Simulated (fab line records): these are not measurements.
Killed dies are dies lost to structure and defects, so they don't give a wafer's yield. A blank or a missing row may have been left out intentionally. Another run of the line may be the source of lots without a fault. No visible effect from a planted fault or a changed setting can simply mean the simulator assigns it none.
Chamber matching | flow n5_finfet | rie_diel-02 running N5_PMOS_HMC_CHANNEL_EPI_ETCH_32: 4 sister chambers
The step etches BARC in N2/H2, stops on SiO2, target depth 85.8 nm, time 50.3 s. 16 wafers are shown with their chamber, then 8 later ones without.

== WAFERS, EACH WITH ITS CHAMBER ==
wafer  | chamber | drypump_motor_current_A (A) | throttle_valve_pct (%) | oes_product_au (a.u.)
L075.1 | 0       | 5.1                         | 18.14                  | 0.63
L075.4 | 2       | 6.6                         | 17.91                  | 0.62
L075.5 | 3       | 6.6                         | 18.17                  | 0.58
L078.1 | 2       | 6.6                         | 17.90                  | 0.60
L078.2 | 3       | 6.6                         | 18.18                  | 0.58
L078.6 | 3       | 6.6                         | 18.18                  | 0.58
L079.1 | 1       | 5.4                         | 17.42                  | 0.78
L079.3 | 0       | 5.1                         | 18.14                  | 0.62
L079.5 | 3       | 6.6                         | 18.18                  | 0.58
L084.1 | 1       | 5.4                         | 17.46                  | 0.76
L084.2 | 0       | 5.2                         | 18.16                  | 0.63
L084.5 | 2       | 6.7                         | 17.96                  | 0.60
L089.2 | 0       | 5.2                         | 18.18                  | 0.61
L089.4 | 3       | 6.6                         | 17.70                  | 0.82
L089.6 | 3       | 6.7                         | 17.71                  | 0.82
L093.1 | 3       | 6.5                         | 17.70                  | 0.81

SIGNATURES (means of the wafers above)
reading                 | chamber 0 | chamber 1 | chamber 2 | chamber 3 | scatter within a chamber
drypump_motor_current_A | 5.150     | 5.400     | 6.633     | 6.600     | 0.0553
throttle_valve_pct      | 18.1550   | 17.4400   | 17.9233   | 17.9743   | 0.18
oes_product_au          | 0.6225    | 0.7700    | 0.6067    | 0.6814    | 0.0898
Rule: a wafer lies at a distance from a chamber equal to the root of the sum of squares, over the readings, of (its reading less the chamber's mean, divided by the reading's scatter). The wafer belongs to the nearest chamber; if the next one is less than 2 further off, it can't be placed. The scatter is the square root of a quotient: the sum, over the shown wafers, of each reading's squared deviation from its chamber's mean, divided by wafers minus chambers.

== WAFERS WITH NO CHAMBER GIVEN ==
wafer  | drypump_motor_current_A (A) | throttle_valve_pct (%) | oes_product_au (a.u.)
L093.3 | 5.1                         | 18.20                  | 0.62
L093.4 | 5.4                         | 17.49                  | 0.74
L094.1 | 6.6                         | 17.54                  | 0.80
L094.3 | 5.4                         | 17.49                  | 0.73
L094.6 | 6.6                         | 17.71                  | 0.80
L096.1 | 5.1                         | 18.21                  | 0.61
L096.4 | 6.6                         | 17.55                  | 0.79
L096.5 | 5.1                         | 18.21                  | 0.61

== WHICH CHAMBER EACH WENT THROUGH ==
wafer  | from the rows above     | in truth
L093.3 | 0                       | 0
L093.4 | 1                       | 1
L094.1 | can't be placed: 3 or 2 | 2
L094.3 | 1                       | 1
L094.6 | can't be placed: 3 or 2 | 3
L096.1 | 0                       | 0
L096.4 | can't be placed: 3 or 2 | 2
L096.5 | 0                       | 0
Correct placement for 5 of the 8. Not placeable from these rows: 3 (in 3, the candidates include the true chamber). Placed wrongly: 0.
